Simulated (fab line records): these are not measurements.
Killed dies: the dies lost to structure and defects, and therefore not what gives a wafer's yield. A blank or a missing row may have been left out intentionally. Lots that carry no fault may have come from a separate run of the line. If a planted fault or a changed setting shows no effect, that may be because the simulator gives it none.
The tool behind it: which one? -- flow n5-finfet -- 16 lots with 48 wafers sampled at 6 steps, on a route of 1938 steps

WHAT EACH GAUGE READ, for each wafer
Not one reading of a measure or inspect step in the record can be checked against a usual standard deviation.

EACH LOT AND THE TOOL THAT RAN IT (in order: tool; ch and the chambers of the sampled wafers; start)
lot,N5_FIN_SAQP_STRIP_70,N5_FIN_SAQP_SPACER2_ETCHBACK_29,N5_FIN_SAQP_ETCH_34,N5_FIN_CUT_ETCH_30,N5_FIN_CUT_STRIP_24,N5_STI_FIN_REVEAL_ALD_00
L074,"rie-diel-01 ch 0,1,3, day 2 00:43","rie-diel-03 ch 1,2,3, day 2 01:32","rie-diel-05 ch 0,2,3, day 2 01:52","rie-diel-04 ch 0,1,3, day 2 03:05","rie-diel-04 ch 0,1,3, day 2 03:28","ald-sin-02 ch 0,1,2, day 2 04:01"
L076,"rie-diel-01 ch 0,1,3, day 2 12:56","rie-diel-05 ch 0,1,2, day 2 14:37","rie-diel-03 ch 1,3, day 2 14:59","rie-diel-02 ch 0,1, day 2 16:10","rie-diel-02 ch 0,1, day 2 16:33","ald-sin-02 ch 0,1, day 2 17:35"
L077,"rie-diel-05 ch 0,1,2, day 2 19:37","rie-diel-05 ch 0,1,2, day 2 20:14","rie-diel-01 ch 0,1,3, day 2 20:32","rie-diel-02 ch 0,1, day 2 21:28","rie-diel-02 ch 0,1, day 2 21:51","ald-sin-01 ch 0,1,3, day 2 22:24"
L078,"rie-diel-05 ch 2,3, day 3 00:42","rie-diel-05 ch 0,3, day 3 01:17","rie-diel-03 ch 0,2,3, day 3 01:38","rie-diel-04 ch 0,1,3, day 3 02:43","rie-diel-04 ch 0,1,3, day 3 03:06","ald-sin-02 ch 1,2, day 3 03:38"
L079,"rie-diel-05 ch 0,1, day 3 07:08","rie-diel-01 ch 0,1,3, day 3 08:04","rie-diel-01 ch 1,2,3, day 3 08:25","rie-diel-02 ch 0,2,3, day 3 09:28","rie-diel-02 ch 0,2,3, day 3 09:52","ald-sin-02 ch 0,3, day 3 10:23"
L081,"rie-diel-01 ch 1,2,3, day 3 18:34","rie-diel-03 ch 0,1, day 3 19:14","rie-diel-01 ch 2,3, day 3 19:33","rie-diel-02 ch 0,1,3, day 3 20:37","rie-diel-02 ch 0,1,3, day 3 20:59","ald-sin-03 ch 0,1, day 3 21:36"
L082,"rie-diel-03 ch 0,1,2, day 4 02:48","rie-diel-01 ch 0,3, day 4 03:29","rie-diel-05 ch 1,2, day 4 03:49","rie-diel-02 ch 0,2,3, day 4 04:49","rie-diel-02 ch 0,2,3, day 4 05:12","ald-sin-03 ch 0,2, day 4 05:50"
L086,"rie-diel-05 ch 0,2,3, day 5 00:36","rie-diel-01 ch 1,3, day 5 02:58","rie-diel-03 ch 0,1,2, day 5 03:17","rie-diel-04 ch 2,3, day 5 04:14","rie-diel-04 ch 2,3, day 5 04:37","ald-sin-03 ch 1,3, day 5 05:08"
L088,"rie-diel-03 ch 0,1, day 5 12:32","rie-diel-01 ch 1,2,3, day 5 13:05","rie-diel-03 ch 1,2, day 5 13:25","rie-diel-06 ch 0,1, day 5 14:28","rie-diel-06 ch 0,1, day 5 14:50","ald-sin-01 ch 2,3, day 5 15:28"
L089,"rie-diel-01 ch 1,2,3, day 5 18:52","rie-diel-03 ch 0,1, day 5 19:24","rie-diel-05 ch 1,2, day 5 19:43","rie-diel-04 ch 1,2,3, day 5 20:38","rie-diel-04 ch 1,2,3, day 5 21:01","ald-sin-02 ch 0,2, day 5 21:35"
L090,"rie-diel-05 ch 0,1,2, day 6 00:59","rie-diel-03 ch 0,2, day 6 01:31","rie-diel-05 ch 1,2, day 6 01:50","rie-diel-06 ch 1,2,3, day 6 02:46","rie-diel-06 ch 1,2,3, day 6 03:09","ald-sin-02 ch 0,2, day 6 03:47"
L092,"rie-diel-01 ch 0,2, day 6 13:50","rie-diel-01 ch 0,3, day 6 14:22","rie-diel-03 ch 0,1,2, day 6 14:41","rie-diel-04 ch 0,1,2, day 6 15:44","rie-diel-04 ch 0,1,2, day 6 16:07","ald-sin-01 ch 0,2, day 6 16:39"
L093,"rie-diel-05 ch 0,3, day 6 20:53","rie-diel-03 ch 0,1,2, day 6 21:25","rie-diel-05 ch 0,3, day 6 21:44","rie-diel-02 ch 0,1,3, day 6 22:48","rie-diel-02 ch 0,1,3, day 6 23:11","ald-sin-02 ch 0,1,3, day 6 23:51"
L094,"rie-diel-03 ch 0,2, day 7 02:09","rie-diel-03 ch 1,2, day 7 03:47","rie-diel-03 ch 0,1,2, day 7 04:06","rie-diel-06 ch 0,1,2, day 7 05:02","rie-diel-06 ch 0,1,2, day 7 05:25","ald-sin-01 ch 1,2,3, day 7 06:06"
L095,"rie-diel-03 ch 1,2, day 7 14:57","rie-diel-01 ch 1,3, day 7 15:35","rie-diel-03 ch 1,2, day 7 15:53","rie-diel-04 ch 0,1,2, day 7 16:56","rie-diel-04 ch 0,1,2, day 7 17:20","ald-sin-03 ch 0,1,3, day 7 17:52"
L096,"rie-diel-01 ch 0,2,3, day 7 15:30","rie-diel-03 ch 0,1,2, day 7 16:14","rie-diel-03 ch 1,2, day 7 16:35","rie-diel-06 ch 0,1,2, day 7 17:31","rie-diel-06 ch 0,1,2, day 7 17:54","ald-sin-03 ch 0,1,2, day 7 18:26"
- N5_FIN_SAQP_STRIP_70: strips in N2/H2.
- N5_FIN_SAQP_SPACER2_ETCHBACK_29: etches SiO2 in CHF3/O2, target depth 12.2 nm, time 6.1 s.
- N5_FIN_SAQP_ETCH_34: etches SiO2 in C4F6/O2, target depth 45 nm, time 15 s.
- N5_FIN_CUT_ETCH_30: etches underlayer in N2/H2, target depth 13 nm, time 10.4 s.
- N5_FIN_CUT_STRIP_24: strips in CF4.
- N5_STI_FIN_REVEAL_ALD_00: deposits SiO2, target thk 1 nm, pulse time 1 s.

AS READ BY THE TOOLS THEMSELVES (means over the sampled wafers that have a number; for cases with no such wafer, the mark the record gives instead)
N5_FIN_SAQP_STRIP_70. Usual: chamber-pressure-mTorr 50.00 mTorr, standard deviation 0.049; drypump-motor-current-A 5.8 A, standard deviation 0.37; n2-flow-sccm 300.0 sccm, standard deviation 0.97; oes-product-au 0.75 a.u., standard deviation 0.079; power-w 499.9 W, standard deviation 1.4; rf-vpp-V 121.8 V, standard deviation 1; showerhead-plenum-p-Torr 3.35 Torr, standard deviation 0.13; throttle-valve-pct 18.89 %, standard deviation 0.22.
lot,tool,chamber-pressure-mTorr (mTorr),drypump-motor-current-A (A),n2-flow-sccm (sccm),oes-product-au (a.u.),power-w (W),rf-vpp-V (V),showerhead-plenum-p-Torr (Torr),throttle-valve-pct (%),flag
L074,rie-diel-01,50.02,5.6,299.8,0.77,501.2,122.6,3.40,19.05,
L076,rie-diel-01,49.98,5.7,299.8,0.76,499.2,121.7,3.40,19.06,
L077,rie-diel-05,50.01,5.9,299.0,0.73,499.4,121.7,3.34,18.83,
L078,rie-diel-05,50.03,6.2,300.3,0.76,498.7,121.5,3.31,18.74,
L079,rie-diel-05,49.98,5.9,300.0,0.72,501.1,120.7,3.23,18.86,
L081,rie-diel-01,50.01,5.8,300.0,0.78,499.4,121.5,3.36,19.11,
L082,rie-diel-03,50.03,5.8,300.1,0.72,498.5,122.0,3.38,18.90,
L086,rie-diel-05,49.95,6.1,300.3,0.73,500.1,121.6,3.29,18.83,
L088,rie-diel-03,49.97,6.1,299.5,0.69,500.0,122.0,3.38,18.93,
L089,rie-diel-01,49.99,5.8,299.4,0.86,500.2,121.8,3.35,18.97,
L090,rie-diel-05,50.02,5.9,300.2,0.71,500.1,122.0,3.32,18.88,
L092,rie-diel-01,49.99,5.3,299.8,0.86,499.3,122.3,3.50,18.62,
L093,rie-diel-05,49.99,6.1,300.2,0.70,500.4,120.7,3.18,18.88,
L094,rie-diel-03,49.99,5.5,299.8,0.70,500.5,121.7,3.36,18.96,
L095,rie-diel-03,49.98,5.5,301.1,0.68,499.7,122.4,3.30,18.92,
L096,rie-diel-01,50.04,5.5,299.9,0.89,500.8,122.7,3.51,18.81,

N5_FIN_SAQP_SPACER2_ETCHBACK_29. Usual: chamber-pressure-mTorr 29.997 mTorr, standard deviation 0.028; drypump-motor-current-A 5.8 A, standard deviation 0.4; oes-product-au 0.75 a.u., standard deviation 0.084; rf-vpp-V 522 V, standard deviation 11; showerhead-plenum-p-Torr 2.41 Torr, standard deviation 0.085; throttle-valve-pct 18.96 %, standard deviation 0.26.
lot,tool,chamber-pressure-mTorr (mTorr),drypump-motor-current-A (A),oes-product-au (a.u.),rf-vpp-V (V),showerhead-plenum-p-Torr (Torr),throttle-valve-pct (%),flag
L074,rie-diel-03,29.989,5.5,0.72,522,2.37,19.00,
L076,rie-diel-05,30.006,5.9,0.73,519,2.40,18.96,
L077,rie-diel-05,29.992,5.9,0.73,520,2.40,18.96,
L078,rie-diel-05,29.999,6.1,0.74,506,2.29,18.77,
L079,rie-diel-01,29.988,5.7,0.74,525,2.43,19.10,
L081,rie-diel-03,29.980,6.1,0.71,523,2.43,18.80,
L082,rie-diel-01,30.012,5.5,0.75,516,2.38,19.27,
L086,rie-diel-01,29.989,6.0,0.87,528,2.41,18.92,
L088,rie-diel-01,30.013,5.8,0.87,528,2.40,18.93,
L089,rie-diel-03,29.995,6.1,0.70,523,2.42,18.86,
L090,rie-diel-03,30.003,5.5,0.70,524,2.44,19.20,
L092,rie-diel-01,29.998,5.5,0.73,515,2.37,19.30,
L093,rie-diel-03,30.015,5.8,0.69,524,2.42,19.05,
L094,rie-diel-03,30.023,5.5,0.69,521,2.39,19.12,
L095,rie-diel-01,29.986,5.8,0.94,524,2.53,18.98,
L096,rie-diel-03,29.989,5.8,0.69,524,2.42,19.06,

N5_FIN_SAQP_ETCH_34. Usual: chamber-pressure-mTorr 30.000 mTorr (standard deviation 0.025); drypump-motor-current-A 5.8 A (standard deviation 0.4); etch-rf-on-time-s 15.16 s (standard deviation 0.23); oes-product-au 0.63 a.u. (standard deviation 0.065); rf-vpp-V 662 V (standard deviation 14); showerhead-plenum-p-Torr 2.84 Torr (standard deviation 0.1); throttle-valve-pct 21.16 % (standard deviation 0.27).
lot,tool,chamber-pressure-mTorr (mTorr),drypump-motor-current-A (A),etch-rf-on-time-s (s),oes-product-au (a.u.),rf-vpp-V (V),showerhead-plenum-p-Torr (Torr),throttle-valve-pct (%),flag
L074,rie-diel-05,29.992,6.1,15.07,0.64,656,2.80,21.00,
L076,rie-diel-03,30.009,5.8,15.02,0.61,664,2.79,20.99,
L077,rie-diel-01,29.989,5.6,15.24,0.64,669,2.88,21.28,
L078,rie-diel-03,29.994,5.5,15.16,0.62,668,2.84,21.29,
L079,rie-diel-01,29.995,5.8,15.20,0.67,671,2.85,21.23,
L081,rie-diel-01,29.993,5.6,14.97,0.75,670,2.84,21.09,
L082,rie-diel-05,29.992,5.7,15.39,0.61,662,2.86,21.18,
L086,rie-diel-03,29.996,5.8,15.20,0.60,666,2.87,21.17,
L088,rie-diel-03,30.020,5.5,15.20,0.59,661,2.83,21.24,
L089,rie-diel-05,30.024,5.7,15.42,0.60,662,2.85,21.18,
L090,rie-diel-05,30.017,5.7,15.54,0.60,661,2.85,21.18,
L092,rie-diel-03,29.973,5.8,15.27,0.59,666,2.86,21.20,
L093,rie-diel-05,29.983,6.1,14.89,0.62,641,2.70,20.95,
L094,rie-diel-03,30.003,5.8,15.20,0.59,666,2.86,21.21,
L095,rie-diel-03,30.010,5.8,15.13,0.58,660,2.81,21.10,
L096,rie-diel-03,30.001,5.5,15.13,0.58,661,2.82,21.29,

N5_FIN_CUT_ETCH_30. Usual: chamber-pressure-mTorr 30.003 mTorr, standard deviation 0.027; drypump-motor-current-A 5.5 A, standard deviation 0.46; etch-rf-on-time-s 10.43 s, standard deviation 0.22; n2-flow-sccm 200.0 sccm, standard deviation 0.63; oes-product-au 0.67 a.u., standard deviation 0.057; rf-vpp-V 524.7 V, standard deviation 1.8; showerhead-plenum-p-Torr 2.58 Torr, standard deviation 0.06; throttle-valve-pct 17.92 %, standard deviation 0.19.
lot,tool,chamber-pressure-mTorr (mTorr),drypump-motor-current-A (A),etch-rf-on-time-s (s),n2-flow-sccm (sccm),oes-product-au (a.u.),rf-vpp-V (V),showerhead-plenum-p-Torr (Torr),throttle-valve-pct (%),flag
L074,rie-diel-04,30.021,5.5,10.25,200.8,0.73,525.9,2.62,17.71,
L076,rie-diel-02,30.000,5.4,10.69,198.9,0.64,523.4,2.55,18.08,
L077,rie-diel-02,29.998,5.5,10.73,200.2,0.65,523.7,2.55,18.09,
L078,rie-diel-04,29.992,5.5,10.36,199.8,0.72,526.1,2.61,17.72,
L079,rie-diel-02,29.973,5.5,10.72,200.5,0.63,525.3,2.61,18.00,
L081,rie-diel-02,30.013,5.3,10.54,200.5,0.66,525.3,2.60,17.94,
L082,rie-diel-02,30.012,5.6,10.67,199.8,0.62,524.3,2.61,18.00,
L086,rie-diel-04,29.985,5.1,10.19,200.0,0.76,523.6,2.51,17.79,
L088,rie-diel-06,30.017,5.3,10.27,200.5,0.64,525.5,2.60,17.89,
L089,rie-diel-04,29.983,5.5,10.32,199.8,0.71,525.2,2.57,17.80,
L090,rie-diel-06,29.965,5.9,10.32,200.0,0.63,523.4,2.57,18.12,
L092,rie-diel-04,30.024,5.4,10.24,200.1,0.71,523.6,2.56,17.81,
L093,rie-diel-02,30.025,5.3,10.59,199.5,0.64,524.8,2.59,17.98,
L094,rie-diel-06,29.989,5.4,10.28,199.4,0.64,524.2,2.57,17.95,
L095,rie-diel-04,30.013,5.4,10.26,199.7,0.69,523.7,2.56,17.81,
L096,rie-diel-06,30.011,5.4,10.45,200.8,0.62,524.1,2.57,17.96,

N5_FIN_CUT_STRIP_24. Usual: chamber-pressure-mTorr 50.00 mTorr (standard deviation 0.047); drypump-motor-current-A 5.4 A (standard deviation 0.46); oes-product-au 0.77 a.u. (standard deviation 0.06); power-w 300.0 W (standard deviation 0.9); rf-vpp-V 271.5 V (standard deviation 1.2); showerhead-plenum-p-Torr 1.81 Torr (standard deviation 0.038); throttle-valve-pct 13.60 % (standard deviation 0.19).
lot,tool,chamber-pressure-mTorr (mTorr),drypump-motor-current-A (A),oes-product-au (a.u.),power-w (W),rf-vpp-V (V),showerhead-plenum-p-Torr (Torr),throttle-valve-pct (%),flag
L074,rie-diel-04,49.98,5.5,0.84,300.8,272.9,1.84,13.38,
L076,rie-diel-02,50.00,5.4,0.76,300.6,271.6,1.80,13.66,
L077,rie-diel-02,49.99,5.4,0.76,299.2,270.8,1.80,13.66,
L078,rie-diel-04,50.04,5.5,0.83,299.6,272.6,1.84,13.40,
L079,rie-diel-02,50.00,5.6,0.74,300.4,272.2,1.83,13.65,
L081,rie-diel-02,49.98,5.3,0.77,299.5,271.1,1.82,13.53,
L082,rie-diel-02,50.02,5.6,0.73,301.0,273.1,1.83,13.66,
L086,rie-diel-04,49.96,5.1,0.87,301.0,270.5,1.78,13.52,
L088,rie-diel-06,50.02,5.3,0.74,300.7,272.2,1.85,13.69,
L089,rie-diel-04,50.00,5.5,0.83,299.7,271.7,1.81,13.50,
L090,rie-diel-06,49.98,5.8,0.73,299.4,271.3,1.81,13.80,
L092,rie-diel-04,49.98,5.4,0.81,300.0,271.3,1.81,13.56,
L093,rie-diel-02,50.01,5.3,0.75,299.9,271.5,1.81,13.59,
L094,rie-diel-06,50.04,5.4,0.73,300.8,269.7,1.82,13.71,
L095,rie-diel-04,50.00,5.4,0.80,299.5,270.4,1.81,13.57,
L096,rie-diel-06,49.98,5.4,0.72,300.3,270.7,1.82,13.72,

N5_STI_FIN_REVEAL_ALD_00. Usual: heater-power-w 478 W, standard deviation 22; precursor-pulse-height-rel 1.001, standard deviation 0.019.
lot,tool,heater-power-w (W),precursor-pulse-height-rel,flag
L074,ald-sin-02,487,1.009,
L076,ald-sin-02,498,0.982,
L077,ald-sin-01,475,1.001,
L078,ald-sin-02,506,1.022,
L079,ald-sin-02,483,1.003,
L081,ald-sin-03,473,0.992,
L082,ald-sin-03,451,0.982,
L086,ald-sin-03,456,1.010,
L088,ald-sin-01,472,1.009,
L089,ald-sin-02,482,1.000,
L090,ald-sin-02,482,1.013,
L092,ald-sin-01,483,0.994,
L093,ald-sin-02,483,1.000,
L094,ald-sin-01,478,1.009,
L095,ald-sin-03,460,1.010,
L096,ald-sin-03,467,1.000,

THE ANSWER, worked out from the rows above alone
Rule: take the mean of a lot's wafers that have a number; if it is more than 3 standard deviations from the usual mean, the lot is off. A lot without any number at a reading at which 4 lots or more have one is off too. All remaining lots with rows at the step are treated as sound. First the gauges in route order, then the tools' own readings, where a lot's mean is used as printed above. The first step at which some lot is off is used, and at that step the reading that is off furthest; a lot without a number counts as furthest.
None of the lots is off at any reading shown; this tells nothing.

WHAT THE SIMULATOR HAD PUT IN
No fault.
